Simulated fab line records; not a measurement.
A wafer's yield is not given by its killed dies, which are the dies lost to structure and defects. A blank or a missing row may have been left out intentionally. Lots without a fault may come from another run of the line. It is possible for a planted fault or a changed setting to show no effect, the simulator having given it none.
Which tool did it?	flow n5 finfet	10 lots, 27 wafers sampled, at 6 steps of a route of 1938

WHAT THE GAUGES SHOWED, per wafer
N5_BEOL_M15_THK_MEAS_50: measures by xrf.
lot	measured	on	M15_THK (nm)
L944	day 12 00:31	film metro-01	857 841 868
L946	day 12 14:27	film metro-02	836 846 836
L950	day 13 21:08	film metro-02	857 832 839
L953	day 14 13:12	film metro-02	817 824 875
L954	day 14 13:50	film metro-02	829 879 828
L957	day 15 03:01	film metro-02	829 874 821
L958	day 15 23:26	film metro-01	840 880 852
L960	day 15 23:38	film metro-01	592 874
L963	day 16 18:35	film metro-02	598 851
L961	day 17 08:24	film metro-01	610 827

N5_BEOL_M15_RS_MEAS_54: measures by four-point-probe.
lot	measured	on	M15_RS (ohm/sq)
L944	day 12 00:38	film metro-02	0.0216 0.0221 0.0213
L946	day 12 14:35	film metro-01	0.0222 0.0220 0.0221
L950	day 13 21:16	film metro-02	0.0214 0.0221 0.0219
L953	day 14 13:20	film metro-02	0.0224 0.0224 0.0211
L954	day 14 14:00	film metro-02	0.0221 0.0208 0.0223
L957	day 15 03:09	film metro-01	0.0221 0.0209 0.0222
L958	day 15 23:34	film metro-01	0.0223 0.0212 0.0220
L960	day 15 23:46	film metro-01	0.0315 0.0212
L963	day 16 18:43	film metro-01	0.0308 0.0216
L961	day 17 08:32	film metro-01	0.0305 0.0223

TOOL THAT RAN EACH LOT (tool first, then ch and the chambers of the sampled wafers, then the start)
lot	N5_BEOL_M15_TRENCH_ETCH_34	N5_BEOL_M15_STRIP_36	N5_BEOL_M15_DEGAS_41	N5_BEOL_M15_PRE_CLEAN_42
L944	rie diel-06 ch 1,2,3, day 11 21:34	rie diel-03 ch 1,2,3, day 11 22:34	pvd sputter-01, day 11 23:14	pvd sputter-01, day 11 23:16
L946	rie diel-04 ch 1,3, day 12 09:52	rie diel-04 ch 0,1,3, day 12 12:10	pvd sputter-03, day 12 12:39	pvd sputter-03, day 12 12:41
L950	rie diel-04 ch 0,2,3, day 13 16:29	rie diel-04 ch 0,1, day 13 19:18	pvd sputter-01, day 13 19:57	pvd sputter-01, day 13 19:59
L953	rie diel-04 ch 1,2,3, day 14 06:17	rie diel-03 ch 1,3, day 14 11:27	pvd sputter-01, day 14 12:00	pvd sputter-01, day 14 12:02
L954	rie diel-03 ch 1,3, day 14 07:10	rie diel-06 ch 0,2,3, day 14 11:38	pvd sputter-02, day 14 12:16	pvd sputter-02, day 14 12:19
L957	rie diel-04 ch 2,3, day 14 23:03	rie diel-04 ch 0,3, day 15 01:17	pvd sputter-01, day 15 01:50	pvd sputter-01, day 15 01:52
L958	rie diel-03 ch 0,1,3, day 15 21:07	rie diel-06 ch 2,3, day 15 21:32	pvd sputter-02, day 15 21:52	pvd sputter-02, day 15 21:55
L960	rie diel-04 ch 2,3, day 15 21:08	rie diel-03 ch 0,1, day 15 21:34	pvd sputter-03, day 15 21:55	pvd sputter-03, day 15 21:57
L963	rie diel-04 ch 1, day 16 15:22	rie diel-04 ch 2,3, day 16 16:48	pvd sputter-01, day 16 17:23	pvd sputter-01, day 16 17:26
L961	rie diel-04 ch 1,3, day 17 03:47	rie diel-06 ch 1,3, day 17 06:36	pvd sputter-01, day 17 07:13	pvd sputter-01, day 17 07:15
- N5_BEOL_M15_TRENCH_ETCH_34: etches SiO2 in C4F8/O2/Ar, target depth 872.93 nm, time 199 s.
- N5_BEOL_M15_STRIP_36: strips in O2.
- N5_BEOL_M15_DEGAS_41: time 60 s.
- N5_BEOL_M15_PRE_CLEAN_42: time 30 s.

WHAT THE TOOLS THEMSELVES READ (means of the sampled wafers that have a number; where no wafer has one, the mark that the record gives instead)
N5_BEOL_M15_TRENCH_ETCH_34.
lot	tool	bias w (W)	drypump motor current A (A)	he inner torr (Torr)	oes_o_777_au (a.u.)	oes product au (a.u.)	rf vpp V (V)	showerhead plenum p Torr (Torr)	throttle valve pct (%)
L944	rie diel-06	2040	6.0	14.998	0.73	0.75	2268	3.41	30.89
L946	rie diel-04	2036	5.2	15.029	0.82	0.78	2163	3.36	30.89
L950	rie diel-04	2038	5.6	15.012	0.85	0.81	2162	3.46	31.10
L953	rie diel-04	2041	5.4	14.990	0.85	0.81	2164	3.46	31.04
L954	rie diel-03	2045	5.7	14.986	0.82	0.83	2315	3.59	31.17
L957	rie diel-04	2045	5.4	14.979	0.88	0.85	2163	3.44	31.09
L958	rie diel-03	2041	5.6	14.983	0.76	0.76	2309	3.51	31.20
L960	rie diel-04	2034	5.5	15.009	0.88	0.78	2164	3.48	31.06
L963	rie diel-04	2042	5.3	14.969	0.99	0.87	2162	3.38	30.52
L961	rie diel-04	2039	5.2	14.979	0.90	0.78	2160	3.35	30.69

N5_BEOL_M15_STRIP_36.
lot	tool	drypump motor current A (A)	oes product au (a.u.)	rf vpp V (V)	showerhead plenum p Torr (Torr)	throttle valve pct (%)
L944	rie diel-03	5.7	0.86	3.9	2.14	16.64
L946	rie diel-04	5.5	0.73	4.2	2.07	16.84
L950	rie diel-04	5.4	0.68	2.8	2.07	16.85
L953	rie diel-03	5.7	0.83	4.1	2.20	16.84
L954	rie diel-06	5.8	0.84	3.9	2.06	16.54
L957	rie diel-04	5.4	0.76	4.0	2.06	16.88
L958	rie diel-06	6.1	0.88	2.8	2.07	16.53
L960	rie diel-03	5.2	0.75	3.3	2.13	16.84
L963	rie diel-04	5.5	0.84	3.5	2.14	16.83
L961	rie diel-06	6.0	0.76	2.7	2.08	16.75

N5_BEOL_M15_DEGAS_41.
lot	tool	heater power w (W)	susceptor temp C (C)
L944	pvd sputter-01	459	300.02
L946	pvd sputter-03	462	299.95
L950	pvd sputter-01	490	299.95
L953	pvd sputter-01	484	300.12
L954	pvd sputter-02	491	300.09
L957	pvd sputter-01	467	299.93
L958	pvd sputter-02	445	299.89
L960	pvd sputter-03	441	299.96
L963	pvd sputter-01	472	300.01
L961	pvd sputter-01	486	300.19

N5_BEOL_M15_PRE_CLEAN_42.
lot	tool	heater power w (W)	susceptor temp C (C)
L944	pvd sputter-01	452	300.13
L946	pvd sputter-03	462	299.91
L950	pvd sputter-01	494	299.95
L953	pvd sputter-01	477	300.06
L954	pvd sputter-02	504	299.83
L957	pvd sputter-01	470	300.00
L958	pvd sputter-02	441	299.94
L960	pvd sputter-03	440	300.02
L963	pvd sputter-01	474	300.00
L961	pvd sputter-01	502	299.71

THE ANSWER, worked out from the rows above alone
Rule: the usual values come from the lots themselves. Put in order of their means at a reading, lots are off if they are a third of the lots or fewer, leave a main group of 4 or more, and stand apart from it by a gap of 3 or more times the standard deviation of the main group's means; of several such gaps the widest counts. Not used: any main group whose means are identical at the precision the tables above print for the reading. Also off: a lot with no number at a reading for which 4 or more lots have one. The other lots that the step has rows for count as sound. First the gauges in route order, then the tools' own readings, where a lot's mean is used as printed above. The first step at which some lot is off is used, and at that step the reading that is off furthest; a lot without a number counts as furthest.
Off: at N5_BEOL_M15_THK_MEAS_50 (M15_THK), L960, L963, L961. The main group has a mean of 846 nm with a standard deviation of 7.
A tool fits if, at a process step before that reading, it ran every lot that is off, and no sound lot after the first of them. The gauges at N5_BEOL_M15_THK_MEAS_50 are tried like those tools. One candidate fits, namely rie diel-04 at N5_BEOL_M15_TRENCH_ETCH_34. Its last sound lot is L957 (day 14 23:03), its first lot that is off L960 (day 15 21:08): a fault that began between those two fits.

WHAT WAS PUT IN BY THE SIMULATOR
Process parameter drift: rie diel-04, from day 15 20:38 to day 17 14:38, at N5_BEOL_M15_TRENCH_ETCH_34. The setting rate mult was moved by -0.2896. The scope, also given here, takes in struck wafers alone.
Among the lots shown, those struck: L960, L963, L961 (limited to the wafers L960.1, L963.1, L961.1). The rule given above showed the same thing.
